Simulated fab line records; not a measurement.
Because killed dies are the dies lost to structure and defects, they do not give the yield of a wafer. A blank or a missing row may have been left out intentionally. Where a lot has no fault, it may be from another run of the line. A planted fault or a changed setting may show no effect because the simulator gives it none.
Matching of chambers :: flow nand-harc :: NHARC_P_M1_PRE_CLEAN_32 on pecvd-02 has 3 sister chambers
The step time 12 s. 14 wafers are shown with their chamber, then 7 later ones without.

WAFERS WITH THEIR CHAMBER
wafer: L161.1
chamber: 2
heater-power-w (W): 692

wafer: L161.3
chamber: 0
heater-power-w (W): 616

wafer: L161.6
chamber: 1
heater-power-w (W): 827

wafer: L163.4
chamber: 2
heater-power-w (W): 619

wafer: L163.5
chamber: 0
heater-power-w (W): 505

wafer: L163.6
chamber: 1
heater-power-w (W): 788

wafer: L171.1
chamber: 2
heater-power-w (W): 588

wafer: L171.5
chamber: 0
heater-power-w (W): 614

wafer: L171.6
chamber: 2
heater-power-w (W): 580

wafer: L177.2
chamber: 2
heater-power-w (W): 615

wafer: L177.3
chamber: 0
heater-power-w (W): 533

wafer: L177.6
chamber: 2
heater-power-w (W): 624

wafer: L178.1
chamber: 2
heater-power-w (W): 650

wafer: L178.4
chamber: 1
heater-power-w (W): 844

SIGNATURES, as means of the wafers listed above
reading: heater-power-w
chamber 0: 567.00
chamber 1: 819.67
chamber 2: 624.00
scatter within a chamber: 42.5
Rule: for a wafer and a chamber, the distance is found by dividing, reading by reading, the gap between the wafer's reading and the chamber's mean by the reading's scatter, squaring, summing and taking the root. The wafer belongs to the nearest chamber; if the next one is less than 2 further off, it can't be placed. How the scatter is found: for the shown wafers, subtract from each reading the mean of its chamber, square and add these, divide the total by (wafers less chambers), then take the root.

WAFERS WITHOUT THEIR CHAMBER
wafer: L178.5
heater-power-w (W): 564

wafer: L180.2
heater-power-w (W): 570

wafer: L180.4
heater-power-w (W): 589

wafer: L180.6
heater-power-w (W): 576

wafer: L183.2
heater-power-w (W): 553

wafer: L183.3
heater-power-w (W): 565

wafer: L183.5
heater-power-w (W): 548

CHAMBER TAKEN BY EACH
wafer: L178.5
from the rows above: can't be placed: 0 or 2
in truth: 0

wafer: L180.2
from the rows above: can't be placed: 0 or 2
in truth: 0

wafer: L180.4
from the rows above: can't be placed: 0 or 2
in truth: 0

wafer: L180.6
from the rows above: can't be placed: 0 or 2
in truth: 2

wafer: L183.2
from the rows above: can't be placed: 0 or 2
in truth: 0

wafer: L183.3
from the rows above: can't be placed: 0 or 2
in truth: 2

wafer: L183.5
from the rows above: can't be placed: 0 or 2
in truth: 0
Correctly placed: 0 of 7. Not placeable from these rows: 7 (in 7, the candidates include the true chamber). Placed wrongly: 0.
